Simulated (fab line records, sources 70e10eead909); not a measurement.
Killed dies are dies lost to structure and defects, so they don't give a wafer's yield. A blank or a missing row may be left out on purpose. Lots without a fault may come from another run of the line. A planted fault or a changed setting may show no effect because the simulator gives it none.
fab line records | flow nand_harc
record lots=6 wafers=16 last_day=33
route steps=1302 shown A_M0@1147 A_M1@1169 END@1302
lots that met no fault: from a run of the same line without faults
start_h: hours from the record's first day to the start of the lot's first wafer shown | wait_h: hours since the lot's step before | " the same as in the row above | L1.1+2: a row that stands for several wafers | - no value, or no start given | * or withheld: withheld | < > ~ a bound
route shown NAME@n: a module of which the file shows steps, and the number in the route of the first | usual: mean/standard deviation of fault-free wafers | same: alike in all rows | chamber/n: place in a boat | sites: the reading at each site | _std_site: their standard deviation | _edge_site: outer sites' mean less inner sites' | radius_mm: how far each site lies from the wafer's centre | mask NAME#n: copy n | behind: the tool/chamber that last shaped the wafer | hold: why the lot was held/for how many hours/how that ended | device: the transistor (n, p or np) that didn't switch | end of line: the same wafers' tests at the end of the route | a step without rows: its recipe alone | killed: dies lost to structure and defects at the first sort, not the wafer's yield | map: a wafer's dies, x killed, . not, _ none there
set.NAME: the setting as run; set.NAME@STEP: as run at that earlier step | model.NAME: the simulator's own value behind a step, which no gauge read
lots at some steps of the route; a table a step, a row a wafer
services: from which hour (start_h, from the record's first day; less than 0 if before it) a tool's chamber was out of use, for how many hours, and why
## steps
# step NHARC_A_M0_CD_MEAS_09
# recipe target_cd_nm=80 landing_energy_ev=500
# usual cd_nm=80.2/0.89
# columns lot.wafer tool chamber start_h wait_h cd_nm
L110.2 cd_sem-02 0 535.94 - 81.9
L110.3 " 0 " " 81.5
L110.5 " 0 " " 79.6
L116.1 cd_sem-03 0 588.31 - 79.4
L116.2 " 0 " " 80.1
L116.5 " 0 " " 81.2
L121.1 cd_sem-01 0 641.24 - 79.3
L121.3 " 0 " " 79.4
L121.5 " 0 " " 79.7
L124.2 cd_sem-01 0 660.76 - 79.3
L124.5 " 0 " " 79.6
L124.6 " 0 " " 79.7
L125.3 cd_sem-01 0 667.93 - 79.9
L133.2 cd_sem-02 0 737.85 - 80.2
L133.4 " 0 " " 80.8
L133.5 " 0 " " 80.9
# step NHARC_A_M0_OVL_MEAS_10
# recipe pitch_nm=160
# usual overlay_x_nm=0.3/0.74 overlay_y_nm=-0.3/1
# columns lot.wafer tool chamber start_h wait_h overlay_x_nm overlay_y_nm
L110.2 overlay-01 - 536.02 - 0.1 0.7
L110.3 " - " " 0.0 0.2
L110.5 " - " " 0.6 0.6
L116.1 overlay-01 - 588.40 - 1.0 0.7
L116.2 " - " " 0.3 1.0
L116.5 " - " " 1.4 1.2
L121.1 overlay-01 - 641.33 - 0.1 0.8
L121.3 " - " " -0.3 0.2
L121.5 " - " " -0.2 0.9
L124.2 overlay-01 - 660.85 - -0.8 -1.0
L124.5 " - " " -0.9 -0.9
L124.6 " - " " -0.8 -1.3
L125.3 overlay-02 - 668.02 - 0.3 -0.9
L133.2 overlay-02 - 737.94 - 0.3 -0.3
L133.4 " - " " 0.2 -0.1
L133.5 " - " " 0.3 -1.0
# step NHARC_A_M0_INSPECT_11
# usual raw_defect_count=79/38
# columns lot.wafer tool chamber start_h wait_h raw_defect_count
L110.2 defect_inspect-01 - 536.06 0.0 61
L110.3 " - " " 59
L110.5 " - " " 56
L116.1 defect_inspect-02 - 588.44 0.0 106
L116.2 " - " " 123
L116.5 " - " " 127
L121.1 defect_inspect-02 - 641.36 0.0 38
L121.3 " - " " 36
L121.5 " - " " 39
L124.2 defect_inspect-02 - 660.89 0.0 142
L124.5 " - " " 136
L124.6 " - " " 149
L125.3 defect_inspect-01 - 668.05 0.0 90
L133.2 defect_inspect-01 - 737.97 0.0 100
L133.4 " - " " 93
L133.5 " - " " 98
# step NHARC_A_M0_DESCUM_14
# recipe time_s=3 o2_flow_sccm=200 ar_flow_sccm=0 bias_power_w=0 chemistry=O2
# usual drypump_motor_current_A=5.7/0.4 oes_product_au=1.001/0.014 rf_vpp_V=57.8/0.85 showerhead_plenum_p_Torr=1.88/0.075 throttle_valve_pct=11.311/0.0097
# same bias_power_w=0
# columns lot.wafer tool chamber start_h wait_h drypump_motor_current_A oes_product_au rf_hours_counter_h rf_vpp_V showerhead_plenum_p_Torr throttle_valve_pct
L110.2 rie_diel-13 1 536.12 0.1 5.4 1.019 0.2 58.7 1.96 11.301
L110.3 " 2 " " 6.3 1.028 0.2 56.5 2.01 11.304
L110.5 " 1 " " 5.4 1.024 - 57.2 1.96 11.316
L116.2 rie_diel-12 2 588.50 0.1 5.5 1.003 6.6 57.2 1.87 11.326
L116.1 " 3 " " 5.9 0.998 6.7 57.3 1.84 11.323
L116.5 " 3 " " 5.9 1.006 - 57.8 1.84 11.294
L121.3 rie_diel-12 1 641.43 0.1 5.6 1.004 0.7 57.1 1.98 11.312
L121.1 " 3 " " 5.8 1.009 1.0 56.8 1.84 11.311
L121.5 " 0 " " 5.7 0.988 - 56.8 1.78 11.319
L124.2 rie_diel-13 3 660.95 0.1 5.6 1.006 8.7 58.9 1.84 11.308
L124.5 " 3 " " 5.6 0.996 - 56.1 1.84 11.309
L124.6 " 0 " " 4.8 0.972 - 58.3 1.95 11.309
L125.3 rie_diel-13 2 668.11 0.1 6.3 1.033 10.4 57.9 2.01 11.324
L133.2 rie_diel-09 0 738.05 0.1 5.9 0.988 3.6 57.2 1.81 11.314
L133.4 " 1 " " 6.3 1.003 4.6 58.5 1.97 11.307
L133.5 " 3 " " 6.1 1.018 - 58.6 1.77 11.320
# step NHARC_A_M0_ETCH_34
# recipe target_depth_a=400 overetch_a=120 time_s=43.94 ion_energy_ev=200 n2_flow_sccm=150 h2_flow_sccm=150 ar_flow_sccm=0 rf_w=400 bias_w=150 chemistry=N2/H2
# step NHARC_A_M0_ETCH_15
# recipe target_depth_a=1500 overetch_a=150 time_s=82.5 c4f8_flow_sccm=withheld ar_flow_sccm=400 rf_w=600 bias_w=300 chemistry=C4F8/Ar
# step NHARC_A_M0_CD_MEAS_16
# usual cd_nm=80.2/1.2
# columns lot.wafer tool chamber start_h wait_h cd_nm
L110.2 cd_sem-01 - 536.46 - 81.1
L110.3 " - " " 82.1
L110.5 " - " " 79.3
L116.1 cd_sem-01 - 588.91 - 78.7
L116.2 " - " " 79.9
L116.5 " - " " 80.5
L121.1 cd_sem-02 - 641.72 - 78.7
L121.3 " - " " 78.2
L121.5 " - " " 80.1
L124.2 cd_sem-02 - 661.25 - 79.2
L124.5 " - " " 80.9
L124.6 " - " " 79.7
L125.3 cd_sem-03 - 668.42 - 80.8
L133.2 cd_sem-02 - 738.33 - 81.2
L133.4 " - " " 81.0
L133.5 " - " " 81.1
# step NHARC_A_M0_STRIP_18
# recipe power_w=1000 n2_flow_sccm=150 h2_flow_sccm=150 ar_flow_sccm=0 bias_w=0 chemistry=N2/H2
# usual drypump_motor_current_A=5.7/0.44 oes_product_au=1.003/0.013 rf_vpp_V=90.4/0.91 showerhead_plenum_p_Torr=2.01/0.085 throttle_valve_pct=14.171/0.0086
# columns lot.wafer tool chamber start_h wait_h drypump_motor_current_A oes_product_au rf_hours_counter_h rf_vpp_V showerhead_plenum_p_Torr throttle_valve_pct
L110.3 rie_diel-12 3 536.57 0.1 5.9 1.005 4.4 90.6 1.96 14.175
L110.2 " 1 " " 5.6 0.994 3.5 90.5 2.12 14.183
L110.5 " 1 " " 5.6 0.991 - 91.4 2.12 14.166
L116.1 rie_diel-13 3 588.99 0.1 5.6 1.019 5.7 90.8 1.96 14.189
L116.2 " 2 " " 6.3 1.031 6.0 89.7 2.14 14.165
L116.5 " 0 " " 4.8 0.982 - 89.5 2.08 14.172
L121.1 rie_diel-13 0 641.85 0.1 4.8 0.963 5.8 89.3 2.08 14.165
L121.3 " 1 " " 5.4 0.986 7.3 90.1 2.09 14.180
L121.5 " 3 " " 5.6 1.007 - 89.9 1.96 14.164
L124.2 rie_diel-09 3 661.40 0.1 6.2 1.016 8.7 89.7 1.89 14.162
L124.6 " 0 " " 5.9 0.996 - 89.3 1.93 14.188
L124.5 " 1 " " 6.3 1.004 - 91.8 2.10 14.172
L125.3 rie_diel-12 2 668.56 0.1 5.5 1.002 2.6 89.9 1.99 14.171
L133.2 rie_diel-13 2 738.46 0.1 6.3 1.039 0.6 90.5 2.14 14.158
L133.4 " 3 " " 5.6 1.015 1.0 89.8 1.96 14.189
L133.5 " 0 " " 4.8 1.005 - 91.0 2.07 14.169
# step NHARC_A_M0_STRIP_19
# recipe time_s=600 temp_c=30 chemistry=post_etch_residue_remover
# step NHARC_A_M0_DEGAS_28
# recipe temp_c=250 time_s=60
# usual heater_power_w=319/30
# columns lot.wafer tool chamber start_h wait_h heater_power_w
L110.2 pvd_sputter-03 - 537.13 - 285
L110.3 " - " " 370
L110.5 " - " " 277
L116.1 pvd_sputter-02 - 589.54 - 360
L116.2 " - " " 304
L116.5 " - " " 331
L121.3 pvd_sputter-01 - 642.36 - 371
L121.1 " - " " 307
L121.5 " - " " 371
L124.2 pvd_sputter-02 - 661.90 - 333
L124.6 " - " " 325
L124.5 " - " " 321
L125.3 pvd_sputter-02 - 669.09 - 328
L133.2 pvd_sputter-01 - 738.95 - 381
L133.4 " - " " 282
L133.5 " - " " 366
# step NHARC_A_M0_PRE_CLEAN_29
# recipe time_s=30 temp_c=280 gas=H2/He
# step NHARC_A_M0_PVD_20
# recipe target_thk_a=50 bias_v=168.6 power_w=15000 chamber_pressure_pa=0.12 time_s=8.06 substrate_temp_c=50 material=TaN
# usual bias_v=168.8/1.5 chamber_pressure_pa=0.11999/0.00026 throttle_valve_pct=29.5/0.97
# columns lot.wafer tool chamber start_h wait_h bias_v chamber_pressure_pa throttle_valve_pct
L110.2 pvd_sputter-03 - - - 170.6 0.11979 29.8
L110.3 " - " " 169.3 0.11989 29.1
L110.5 " - " " 169.4 0.12011 30.1
L116.2 pvd_sputter-02 - - - 168.9 0.12004 30.3
L116.1 " - " " 167.2 0.1198 28.5
L116.5 " - " " 168.1 0.11997 28.7
L121.1 pvd_sputter-01 - - - 168.7 0.1203 29.0
L121.3 " - " " 169.1 0.12015 29.4
L121.5 " - " " 168.5 0.12061 29.0
L124.2 pvd_sputter-02 - - - 170.5 0.11967 32.2
L124.5 " - " " 169.0 0.11974 29.0
L124.6 " - " " 168.7 0.12001 29.1
L125.3 pvd_sputter-02 - - - 169.1 0.11985 32.3
L133.2 pvd_sputter-01 - - - 168.9 0.11996 27.9
L133.4 " - " " 171.3 0.12017 28.9
L133.5 " - " " 169.3 0.12031 27.9
# step NHARC_A_M0_PVD_21
# recipe target_thk_a=300 chamber_pressure_pa=5 power_w=5000 substrate_temp_c=30 time_s=20.49 material=Cu
# usual chamber_pressure_pa=4.999/0.0096 throttle_valve_pct=29.5/0.95
# columns lot.wafer tool chamber start_h wait_h chamber_pressure_pa throttle_valve_pct
L110.2 pvd_sputter-03 - 537.36 - 5.004 29.6
L110.3 " - " " 4.991 29.8
L110.5 " - " " 5.003 30.1
L116.1 pvd_sputter-02 - 589.89 - 5.001 30.6
L116.2 " - " " 5.009 28.7
L116.5 " - " " 5.004 30.6
L121.1 pvd_sputter-01 - 642.58 - 5.014 29.0
L121.3 " - " " 5.012 28.8
L121.5 " - " " 5.005 29.2
L124.2 pvd_sputter-02 - 662.14 - 5.000 29.1
L124.6 " - " " 4.996 30.8
L124.5 " - " " 5.016 28.9
L125.3 pvd_sputter-02 - 669.31 - 4.984 29.0
L133.2 pvd_sputter-01 - 739.18 - 4.987 29.1
L133.4 " - " " 5.007 28.0
L133.5 " - " " 4.999 28.9
# step NHARC_A_M0_ECD_22
# recipe target_thk_a=4000 bath_temp_c=25 material=Cu
# step NHARC_A_M0_ANNEAL_30
# recipe temp_c=225 time_s=90
# step NHARC_A_M0_CMP_23
# recipe t_overpolish_s=20 target_thk_nm=113.75
# step NHARC_A_M0_SRD_25
# step NHARC_A_M0_PRE_CLEAN_31
# recipe time_s=12 temp_c=370 rf_power_w=300 gas=NH3
# step NHARC_A_M0_DEP_32
# recipe target_thk_a=300 temp_c=370 target_thk_nm=30 pressure_torr=3 flow_sccm=200 rf_w=450 material=SiCN
# usual heater_power_w=593/110
# columns lot.wafer tool chamber start_h wait_h heater_power_w since_wet_clean_h
L110.3 pecvd-02 2 538.87 0.1 630 118
L110.2 " 0 " " 684 118
L110.5 " 0 " " 668 -
L116.1 pecvd-04 1 591.42 0.1 829 128
L116.2 " 0 " " 584 128
L116.5 " 0 " " 608 -
L121.3 pecvd-01 2 644.07 0.1 424 139
L121.1 " 1 " " 637 139
L121.5 " 1 " " 641 -
L124.2 pecvd-04 0 663.64 0.1 529 19
L124.6 " 2 " " 464 -
L124.5 " 0 " " 539 -
L125.3 pecvd-01 2 671.74 0.1 443 167
L133.2 pecvd-02 1 740.76 0.1 651 139
L133.5 " 2 " " 661 -
L133.4 " 0 " " 669 -
# step NHARC_A_M1_DEP_00
# recipe target_thk_a=1825 target_thk_nm=182.5 temp_c=withheld pressure_torr=5 flow_sccm=200 rf_w=600 material=SiOC
# step NHARC_A_M1_DEHYDRATE_01
# recipe temp_c=150 time_s=120
# step NHARC_A_M1_HMDS_02
# recipe time_s=30
# step NHARC_A_M1_COAT_34
# recipe temp_c=200 time_s=65
# step NHARC_A_M1_COAT_03
# recipe spin_rpm=1500 resist_thk_nm=90
# step NHARC_A_M1_SOFTBAKE_04
# recipe temp_c=105 time_s=55
# step NHARC_A_M1_EBR_05
# step NHARC_A_M1_EXPOSE_06
# recipe na=1.35 target_cd_nm=120 dose_mj=75.13 mask_id=A_M1
# step NHARC_A_M1_PEB_07
# recipe peb_temp_c=100 peb_time_s=65
# step NHARC_A_M1_DEVELOP_08
# recipe develop_time_s=35 dev_temp_c=23
# step NHARC_A_M1_CD_MEAS_09
# recipe target_cd_nm=120 landing_energy_ev=500
# usual cd_nm=120.2/0.66
# columns lot.wafer tool chamber start_h wait_h cd_nm
L110.2 cd_sem-01 0 539.95 - 120.9
L110.3 " 0 " " 120.7
L110.5 " 0 " " 119.6
L116.1 cd_sem-01 0 592.81 - 120.1
L116.2 " 0 " " 119.8
L116.5 " 0 " " 120.5
L121.1 cd_sem-02 0 645.20 - 120.3
L121.3 " 0 " " 120.4
L121.5 " 0 " " 121.3
L124.2 cd_sem-02 0 664.86 - 120.2
L124.5 " 0 " " 119.6
L124.6 " 0 " " 120.3
L125.3 cd_sem-02 0 672.97 - 119.9
L133.2 cd_sem-03 0 741.92 - 120.4
L133.4 " 0 " " 120.1
L133.5 " 0 " " 120.8
# step NHARC_A_M1_OVL_MEAS_10
# recipe pitch_nm=240
# usual overlay_x_nm=0.0/0.86 overlay_y_nm=-0.1/0.96
# columns lot.wafer tool chamber start_h wait_h overlay_x_nm overlay_y_nm
L110.2 overlay-02 - 540.03 - 1.0 -0.3
L110.3 " - " " 0.7 0.4
L110.5 " - " " 1.0 0.1
L116.1 overlay-02 - 592.90 - 0.5 -1.3
L116.2 " - " " 0.9 -1.3
L116.5 " - " " 1.3 -1.7
L121.1 overlay-02 - 645.29 - -0.4 0.1
L121.3 " - " " 0.1 0.0
L121.5 " - " " -0.4 -0.2
L124.2 overlay-02 - 664.94 - -0.4 0.5
L124.5 " - " " 0.2 0.4
L124.6 " - " " -0.7 0.5
L125.3 overlay-02 - 673.06 - 0.9 -1.5
L133.2 overlay-01 - 742.01 - -1.0 -1.2
L133.4 " - " " -0.7 -1.0
L133.5 " - " " -0.7 -1.2
# step NHARC_END_SORT_01
# recipe temp_c=25
# usual defect_limited_yield=92.3/2.7 killed_at_array=47/18 killed_at_other=0.9/1.1 killed_at_periphery=4/3.1 killed_dies=52/18 killed_open=3.1/1.5 killed_short=2.4/1.5 sort_bin_2_pct=2.7/1.2 sort_bin_3_pct=0.6/0.38 sort_bin_4_pct=4.5/1.5 sort_n_pass=625/18 sort_rim_yield_pct=89/4.5 sort_yield_pct=92.3/2.7
# same gross_dies=677 sort_bin_5_pct[%]=0 sort_bin_6_pct[%]=0 sort_bin_7_pct[%]=0 sort_bin_8_pct[%]=0 sort_rim_n_gross=106.00
# columns lot.wafer tool chamber start_h wait_h defect_limited_yield[%] killed_at_array killed_at_other killed_at_periphery killed_dies killed_open killed_short sort_bin_2_pct[%] sort_bin_3_pct[%] sort_bin_4_pct[%] sort_n_pass sort_rim_yield_pct[%] sort_yield_pct[%]
L124.2 prober-01 0 722.34 2.8 81.5 123 0 2 125 3 2 6.9 4.1 7.4 552 69 81.5
L124.5 prober-01 0 724.70 3.7 81.5 120 0 5 125 1 3 7.4 4.4 6.6 552 70 81.5
L124.6 prober-01 0 725.49 3.9 87.6 80 0 4 84 4 2 4.3 2.1 6.1 593 89 87.6
L125.3 prober-02 0 731.11 3.1 83.8 101 1 8 110 1 2 5.6 3.7 6.9 567 75 83.8
# killed by level:class
L124.2 A_M0:unspecified=62 A_SLIT:chamber_film_flake=22 A_CHANNEL_HOLE_D1:chamber_film_flake=11 A_CHANNEL_HOLE_D2:chamber_film_flake=11 A_BONDPAD:chamber_film_flake=4 A_STAIRCASE:chamber_film_flake=3 A_CHANNEL_FILL_D1:geometric_particle:short=2 A_CONTACT:chamber_film_flake=2
L124.5 A_M0:unspecified=61 A_SLIT:chamber_film_flake=21 A_CHANNEL_HOLE_D1:chamber_film_flake=12 A_CHANNEL_HOLE_D2:chamber_film_flake=9 A_STAIRCASE:chamber_film_flake=4 A_CONTACT:chamber_film_flake=3 A_BONDPAD:chamber_film_flake=3 P_GATE:chamber_film_flake=2
L124.6 A_CHANNEL_HOLE_D1:chamber_film_flake=35 A_SLIT:chamber_film_flake=22 A_CHANNEL_HOLE_D2:chamber_film_flake=9 A_BONDPAD:chamber_film_flake=5 A_ONON_D1:geometric_particle:short=2 P_STI:chamber_film_flake=2 A_STAIRCASE:chamber_film_flake=2 P_CONTACT:geometric_particle:open=1
L125.3 A_M0:unspecified=62 A_CHANNEL_HOLE_D2:chamber_film_flake=14 A_CHANNEL_HOLE_D1:chamber_film_flake=12 A_CONTACT:chamber_film_flake=8 P_M2:chamber_film_flake=3 P_GATE:chamber_film_flake=2 P_CONTACT:chamber_film_flake=2 A_DECK1_JOINT:geometric_particle:short=1
# map L124.2 (x killed, . not)
____________.____________
_________......._________
_______..........._______
______.x...........______
_____......x........_____
____.................____
____.................____
___.............x.....___
___........x..........___
__.....................__
__................x....__
_xx....................._
_x.xx..................._
_xxx.x..............x.x._
_xxxxx.............x...._
_xxxx.x................._
xxxxxxx......x...x.......
xxxxxxx.....x............
xxxxxxx......x...........
xxxxxxx..................
xxxxxx...................
_xxxx..................._
_xxxxx.................._
_x.x..x................._
_......x................_
_xxx..x................._
__x.......x............__
__xx......x............__
___xx.................___
___xxxxxxx............___
____xx.x.x..x.x......____
____xxxxx.xxx........____
_____xxxxx.........._____
______xxx.........x______
_______xx.xx......_______
_________xx....._________
____________.____________
# map L125.3 (x killed, . not)
____________.____________
_________......._________
_______..........._______
______.............______
_____..............._____
____.................____
____.....x...........____
___..................x___
___...................___
__.....................__
__x....................__
_x.x...................._
_xxx...................._
_xxxxx.................._
_xxxxxx....xx....x......_
_xxxxxx................._
xxxxx.x..................
xxxxxx...................
xxxxxx...................
xxxx.xx..................
xxxxx....................
_xxxxxxxx..............._
_xxx...................._
_xxx........x..........._
_........x.............._
_xx.........xx...x......_
__x.x.x..............x.__
__xxxx.................__
___xxxx.............x.___
___xxx.x..x...........___
____x....x...........____
____....x............____
_____x.xx.xx........_____
______x.xx.........______
_______.xx........_______
_________.x....._________
____________.____________
## services
# columns tool chamber start_h hours kind
rie_diel-13 - 519.00 9.0 pm
pvd_sputter-03 - 526.08 10.0 pm
rie_diel-12 0 528.61 10.4 repair
rie_diel-13 0 534.06 16.7 repair
rie_diel-12 1 552.99 45.9 repair
rie_diel-12 0 578.25 6.8 repair
pecvd-04 2 581.28 10.2 repair
pvd_sputter-01 - 582.00 10.0 pm
rie_diel-12 - 587.70 0.2 repair
pecvd-02 - 589.20 13.0 pm
rie_diel-12 0 592.10 1.7 repair
rie_diel-12 2 598.78 8.2 repair
rie_diel-13 - 600.54 0.5 repair
pvd_sputter-02 - 603.37 4.7 repair
rie_diel-13 1 609.40 2.8 repair
rie_diel-12 - 622.47 9.0 pm
pvd_sputter-02 - 638.00 10.0 pm
pvd_sputter-02 - 648.99 3.2 repair
rie_diel-13 - 651.88 0.9 repair
rie_diel-12 0 691.65 2.1 repair
rie_diel-13 - 696.00 9.0 pm
rie_diel-13 2 710.11 16.1 repair
rie_diel-13 3 722.73 3.2 repair
rie_diel-12 1 726.78 1.8 repair
## key
first_sign step=NHARC_END_SORT_01 reading=killed_at_array direction=up sigmas=3.8 usual=47 struck=115
effect step=NHARC_END_SORT_01 reading=killed_dies direction=up sigmas=3.7 usual=52 struck=120
more_kills_born_at NHARC_A_M0_PVD_21@pvd_sputter-02=185
met_at NHARC_A_M0_PVD_21
struck_wafers L124.2,L124.5,L125.3
fault kind=chamber_particle_source tool=pvd_sputter-02 chamber=- onset_h=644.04 steps=NHARC_A_M0_PVD_21 rate_per_visit_cm2=0.61647 end_h=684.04 scope=struck_wafers_only
